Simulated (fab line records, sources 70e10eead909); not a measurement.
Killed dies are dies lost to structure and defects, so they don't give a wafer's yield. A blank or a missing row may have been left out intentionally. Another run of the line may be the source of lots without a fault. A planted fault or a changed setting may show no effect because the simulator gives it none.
fab line records ; flow nandHarc
record: lots: 5; wafers: 15; lastDay: 23
route steps=1159 shown P_ZERO_WELL@14
lots that met no fault: from a run of the same line without faults
startH: the number of hours between the record's first day and the start of the first shown wafer of the lot ; waitH: hours elapsed since this lot's preceding step ; " the same as in the row above ; L1.1+2: a row that stands for several wafers ; - no value present, or no start provided ; * or withheld: withheld ; < > ~ a bound
route shown NAME@n: a module of which the file shows steps, and the number in the route of the first ; usual: average and standard deviation across the fault-free wafers ; same: alike in all rows ; chamber/n: place in a boat ; sites: the reading at each site ; _std_site: standard deviation of those values ; _edge_site: inner sites' mean taken away from outer sites' mean ; radiusMm: for every site, how far away it sits from the centre of the wafer ; mask NAME#n: copy n ; behind: the tool/chamber that last shaped the wafer ; hold: why the lot was held/for how many hours/how that ended ; device: the transistor (n, p or np) that didn't switch ; end of line: the tests these same wafers got at the end of their route ; step lacking rows: just its recipe ; killed: count of dies lost to structure and defects at first sort (not the wafer's yield) ; map: a wafer's dies, x killed, . not, _ none there
set.NAME: the run value of the setting; set.NAME@STEP: its run value at that earlier step ; model.NAME: the simulator's own value behind a step, which no gauge read
a table for each step, a row for each wafer; lots at some steps of the route
services: from which hour (startH, from the record's first day; less than 0 if before it) a tool's chamber was out of use, for how many hours, and why
== steps ==
step: NHARC_P_ZERO_WELL_CD_MEAS_11
recipe: targetCdNm: 500; landingEnergyEv: 500
usual: cdNm: 499.3/1.3
lot.wafer;tool;chamber;startH;waitH;cdNm
L642.1;cdSem-03;0;55.30;-;498.3
L642.5;cdSem-03;0;55.30;-;499.4
L642.6;cdSem-03;0;55.30;-;498.9
L644.3;cdSem-02;0;67.28;-;499.7
L644.4;cdSem-02;0;67.28;-;499.0
L644.6;cdSem-02;0;67.28;-;497.7
L649.1;cdSem-01;0;97.24;-;498.9
L649.3;cdSem-01;0;97.24;-;497.0
L649.6;cdSem-01;0;97.24;-;499.6
L652.1;cdSem-01;0;115.44;-;497.8
L652.2;cdSem-01;0;115.44;-;497.3
L652.3;cdSem-01;0;115.44;-;498.9
L653.1;cdSem-02;0;121.11;-;501.2
L653.4;cdSem-02;0;121.11;-;500.2
L653.5;cdSem-02;0;121.11;-;499.4
step: NHARC_P_ZERO_WELL_HARDBAKE_12
recipe: tempC: 118; timeS: 65
step: NHARC_P_ZERO_WELL_DESCUM_13
recipe: timeS: 3; o2FlowSccm: 200; arFlowSccm: 0; biasPowerW: 0; chemistry: O2
usual: drypumpMotorCurrentA: 5.7/0.34; oesProductAu: 1.000/0.0072; rfVppV: 57.7/0.87; showerheadPlenumPTorr: 1.92/0.077; throttleValvePct: 11.312/0.0092
lot.wafer;tool;chamber;startH;waitH;drypumpMotorCurrentA;oesProductAu;rfHoursCounterH;rfVppV;showerheadPlenumPTorr;throttleValvePct
L642.1;rieDiel-08;3;55.47;-;5.7;1.017;5;57.8;1.84;11.329
L642.6;rieDiel-08;2;55.47;-;5.8;1.008;-;59.0;2.06;11.305
L642.5;rieDiel-08;3;55.47;-;5.7;1.011;-;57.4;1.84;11.305
L644.4;rieDiel-13;3;67.45;-;5.6;1.001;11;58.1;2.03;11.319
L644.3;rieDiel-13;0;67.45;-;5.9;1.003;11;59.1;1.85;11.310
L644.6;rieDiel-13;2;67.45;-;5.1;1.005;-;58.1;1.82;11.314
L649.1;rieDiel-13;2;97.41;-;5.1;1.017;13;56.3;1.82;11.319
L649.3;rieDiel-13;3;97.41;-;5.6;1.008;13;59.2;2.03;11.301
L649.6;rieDiel-13;1;97.41;-;5.4;1.014;-;59.1;1.99;11.297
L652.1;rieDiel-05;3;115.61;-;6.4;1.015;7;59.2;1.93;11.310
L652.2;rieDiel-05;0;115.61;-;6.0;0.992;9;57.8;1.97;11.313
L652.3;rieDiel-05;2;115.61;-;5.3;1.005;8;58.0;1.84;11.313
L653.4;rieDiel-08;3;121.26;-;5.7;0.999;10;56.8;1.84;11.316
L653.1;rieDiel-08;0;121.26;-;5.7;1.005;11;57.9;1.88;11.294
L653.5;rieDiel-08;3;121.26;-;5.7;1.006;-;57.4;1.84;11.315
step: NHARC_P_ZERO_WELL_ETCH_65
recipe: targetDepthA: 800; overetchA: 240; timeS: 87.88; ionEnergyEv: 200; n2FlowSccm: 150; h2FlowSccm: 150; arFlowSccm: 0; rfW: 400; biasW: 150; chemistry: N2/H2
usual: drypumpMotorCurrentA: 5.7/0.36; oesProductAu: 1.001/0.0082; rfVppV: 430.7/2.4; showerheadPlenumPTorr: 2.04/0.082; throttleValvePct: 14.171/0.009
lot.wafer;tool;chamber;startH;waitH;drypumpMotorCurrentA;oesProductAu;rfHoursCounterH;rfVppV;showerheadPlenumPTorr;throttleValvePct
L642.1;rieDiel-08;2;55.57;0.1;5.8;0.998;4;434.4;2.20;14.146
L642.5;rieDiel-08;3;55.57;0.1;5.7;1.003;-;429.2;1.96;14.156
L642.6;rieDiel-08;0;55.57;0.1;5.7;0.988;-;430.6;2.01;14.176
L644.4;rieDiel-13;3;67.52;0.1;5.7;1.005;11;434.3;2.17;14.166
L644.3;rieDiel-13;1;67.52;0.1;5.4;1.006;10;433.4;2.13;14.166
L644.6;rieDiel-13;3;67.52;0.1;5.6;1.006;-;435.0;2.17;14.164
L649.3;rieDiel-13;1;97.48;0.1;5.3;1.008;12;432.5;2.13;14.181
L649.1;rieDiel-13;0;97.48;0.1;5.9;1.011;13;428.7;1.97;14.177
L649.6;rieDiel-13;1;97.48;0.1;5.3;1.011;-;433.3;2.13;14.159
L652.2;rieDiel-05;2;115.69;0.1;5.3;1.004;8;427.6;1.96;14.185
L652.3;rieDiel-05;0;115.69;0.1;6.0;1.003;9;431.3;2.10;14.176
L652.1;rieDiel-05;1;115.69;0.1;5.8;1.006;8;428.5;1.98;14.166
L653.1;rieDiel-08;0;121.35;0.1;5.7;1.003;11;429.9;2.01;14.168
L653.4;rieDiel-08;1;121.35;0.1;5.9;1.000;10;430.0;2.05;14.170
L653.5;rieDiel-08;1;121.35;0.1;5.9;0.992;-;431.5;2.05;14.184
step: NHARC_P_ZERO_WELL_ETCH_62
recipe: targetDepthA: 130; timeS: 6.5; chf3FlowSccm: 50; arFlowSccm: 200; rfW: 500; biasW: 200; chemistry: CHF3/Ar
usual: drypumpMotorCurrentA: 5.7/0.34; oesProductAu: 0.961/0.016; rfVppV: 370.8/2.2; showerheadPlenumPTorr: 2.35/0.091; throttleValvePct: 20.217/0.0094
lot.wafer;tool;chamber;startH;waitH;drypumpMotorCurrentA;oesProductAu;rfHoursCounterH;rfVppV;showerheadPlenumPTorr;throttleValvePct
L642.1;rieDiel-08;0;-;-;5.7;0.914;5;369.8;2.31;20.237
L642.6;rieDiel-08;3;-;-;5.7;0.935;-;369.3;2.26;20.215
L642.5;rieDiel-08;0;-;-;5.7;0.925;-;371.6;2.31;20.230
L644.3;rieDiel-13;2;-;-;5.1;0.958;10;367.4;2.24;20.219
L644.4;rieDiel-13;0;-;-;5.9;0.976;11;369.1;2.27;20.225
L644.6;rieDiel-13;2;-;-;5.1;0.959;-;366.9;2.24;20.216
L649.3;rieDiel-13;1;-;-;5.4;0.971;12;374.7;2.44;20.205
L649.1;rieDiel-13;2;-;-;5.1;0.989;13;369.7;2.24;20.215
L649.6;rieDiel-13;0;-;-;5.9;0.966;-;368.5;2.27;20.221
L652.3;rieDiel-05;3;-;-;6.4;0.965;7;371.0;2.36;20.215
L652.1;rieDiel-05;0;-;-;6.0;0.958;9;371.2;2.41;20.218
L652.2;rieDiel-05;2;-;-;5.3;0.974;8;367.6;2.25;20.212
L653.1;rieDiel-08;2;-;-;5.8;0.984;9;375.0;2.52;20.213
L653.4;rieDiel-08;3;-;-;5.7;0.964;10;368.4;2.26;20.226
L653.5;rieDiel-08;2;-;-;5.8;0.976;-;374.7;2.52;20.223
step: NHARC_P_ZERO_WELL_ETCH_63
recipe: targetDepthA: 1200; timeS: 40.1; hbrFlowSccm: 150; cl2FlowSccm: 50; rfW: 400; icpW: 400; biasW: 100; chemistry: HBr/Cl2
usual: drypumpMotorCurrentA: 5.6/0.6; oesProductAu: 1.000/0.0076; throttleValvePct: 26.406/0.0087
lot.wafer;tool;chamber;startH;waitH;drypumpMotorCurrentA;oesProductAu;rfHoursCounterH;throttleValvePct
L642.1;rieSi-04;2;55.76;-;5.2;0.995;1.0;26.418
L642.6;rieSi-04;3;55.76;-;5.4;1.007;-;26.426
L642.5;rieSi-04;0;55.76;-;6.3;0.999;-;26.401
L644.3;rieSi-06;1;67.71;-;5.9;1.005;0.5;26.407
L644.4;rieSi-06;3;67.71;-;6.6;1.002;0.6;26.413
L644.6;rieSi-06;0;67.71;-;5.4;1.010;-;26.402
L649.1;rieSi-06;1;97.67;-;5.9;1.005;0.7;26.408
L649.3;rieSi-06;3;97.67;-;6.6;1.004;0.9;26.401
L649.6;rieSi-06;0;97.67;-;5.4;1.007;-;26.417
L652.1;rieSi-04;3;115.86;-;5.4;0.993;0.1;26.408
L652.2;rieSi-04;1;115.86;-;6.5;1.007;0.1;26.395
L652.3;rieSi-04;2;115.86;-;5.2;0.990;0.1;26.412
L653.4;rieSi-03;2;121.55;-;4.7;0.997;1.2;26.408
L653.1;rieSi-03;3;121.55;-;5.2;0.993;1.1;26.405
L653.5;rieSi-03;1;121.55;-;5.3;0.996;-;26.406
step: NHARC_P_ZERO_WELL_STRIP_15
recipe: timeS: 900; tempC: 130; chemistry: SPM
step: NHARC_P_ZERO_WELL_DEHYDRATE_16
recipe: tempC: 150; timeS: 120
step: NHARC_P_ZERO_WELL_HMDS_17
recipe: timeS: 30
step: NHARC_P_ZERO_WELL_COAT_18
recipe: spinRpm: withheld
step: NHARC_P_ZERO_WELL_SOFTBAKE_19
recipe: tempC: 122; timeS: 95
step: NHARC_P_ZERO_WELL_EBR_20
step: NHARC_P_ZERO_WELL_EXPOSE_21
recipe: na: 0.6; targetCdNm: 720; doseMj: 22.31; maskId: P_NWELL
lot.wafer;tool;chamber;startH;waitH;mask
L642.1+5+6;krfScanner-04;0;56.49;-;P_NWELL#0
L644.3+4+6;krfScanner-01;0;68.47;-;P_PWELL#0
L649.1+3+6;krfScanner-01;0;98.42;-;P_NWELL#0
L652.1+2+3;krfScanner-02;0;116.52;-;P_NWELL#0
L653.1+4+5;krfScanner-04;0;122.29;-;P_NWELL#0
step: NHARC_P_ZERO_WELL_PEB_22
recipe: pebTempC: 118; pebTimeS: 85
step: NHARC_P_ZERO_WELL_DEVELOP_23
recipe: timeS: 70
step: NHARC_P_ZERO_WELL_CD_MEAS_24
recipe: targetCdNm: 720; landingEnergyEv: 500
usual: cdNm: 719.9/1.2
lot.wafer;tool;chamber;startH;waitH;cdNm
L642.1;cdSem-01;0;56.65;-;720.1
L642.5;cdSem-01;0;56.65;-;719.3
L642.6;cdSem-01;0;56.65;-;718.9
L644.3;cdSem-01;0;68.62;-;-
L644.4;cdSem-01;0;68.62;-;-
L644.6;cdSem-01;0;68.62;-;-
L649.1;cdSem-02;0;98.58;-;720.9
L649.3;cdSem-02;0;98.58;-;721.4
L649.6;cdSem-02;0;98.58;-;720.6
L652.1;cdSem-03;0;116.68;-;720.9
L652.2;cdSem-03;0;116.68;-;720.3
L652.3;cdSem-03;0;116.68;-;720.0
L653.1;cdSem-01;0;122.45;-;720.3
L653.4;cdSem-01;0;122.45;-;720.7
L653.5;cdSem-01;0;122.45;-;720.2
step: NHARC_P_ZERO_WELL_HARDBAKE_25
recipe: tempC: 125; timeS: 80
== services ==
tool;chamber;startH;hours;kind
krfScanner-04;-;37.90;1.5;repair
krfScanner-02;-;38.00;4.0;pm
rieDiel-13;0;53.55;-;clean
rieDiel-13;1;53.55;-;clean
rieDiel-13;2;53.55;-;clean
rieDiel-13;3;53.55;-;clean
rieDiel-08;0;54.80;-;clean
rieDiel-08;1;54.80;-;clean
rieDiel-08;2;54.80;-;clean
rieDiel-08;3;54.80;-;clean
krfScanner-04;-;55.51;0.4;repair
krfScanner-02;-;60.02;2.6;repair
rieDiel-05;3;60.80;5.5;repair
krfScanner-02;-;71.01;0.3;repair
krfScanner-01;-;77.76;0.3;repair
rieDiel-13;0;78.05;-;clean
krfScanner-04;-;80.73;0.3;repair
krfScanner-01;-;84.00;4.0;pm
krfScanner-02;-;95.81;1.6;repair
rieDiel-13;-;99.00;9.0;pm
rieSi-04;-;99.00;9.0;pm
krfScanner-04;-;102.05;1.1;repair
krfScanner-01;-;116.77;0.3;repair
krfScanner-01;-;118.14;0.6;repair
== key ==
firstSign: step: NHARC_P_ZERO_WELL_EXPOSE_21; reading: mask; direction: changed
effect: step: NHARC_P_ZERO_WELL_CD_MEAS_24; reading: cdNm; direction: missing
metAt NHARC_P_ZERO_WELL_EXPOSE_21
struckWafers L644.3,L644.4,L644.6
laterRowsLeftOut L644.3,L644.4,L644.6
sortLeftOut L644.3,L644.4,L644.6
testerLeftOut L644
fault: kind: wrongMask; tool: any; chamber: -; onsetH: 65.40; steps: NHARC_P_ZERO_WELL_EXPOSE_21; auxCopy: P_PWELL#0; scope: struckLotsOnly
testerLeftOut: of these lots the tester's yield and bins aren't shown, on N5 and GAA mostly nor the transistor test; their killed dies are dies lost to structure and defects alone, not to doping, threshold or leakage, so they don't give the yield
sortLeftOut: the simulated sort isn't trusted on such a fault, so these wafers' sort isn't shown, and their yield isn't known
laterRowsLeftOut: the simulator's readings of these wafers behind a module that went badly wrong aren't trusted and aren't shown, but for the sort
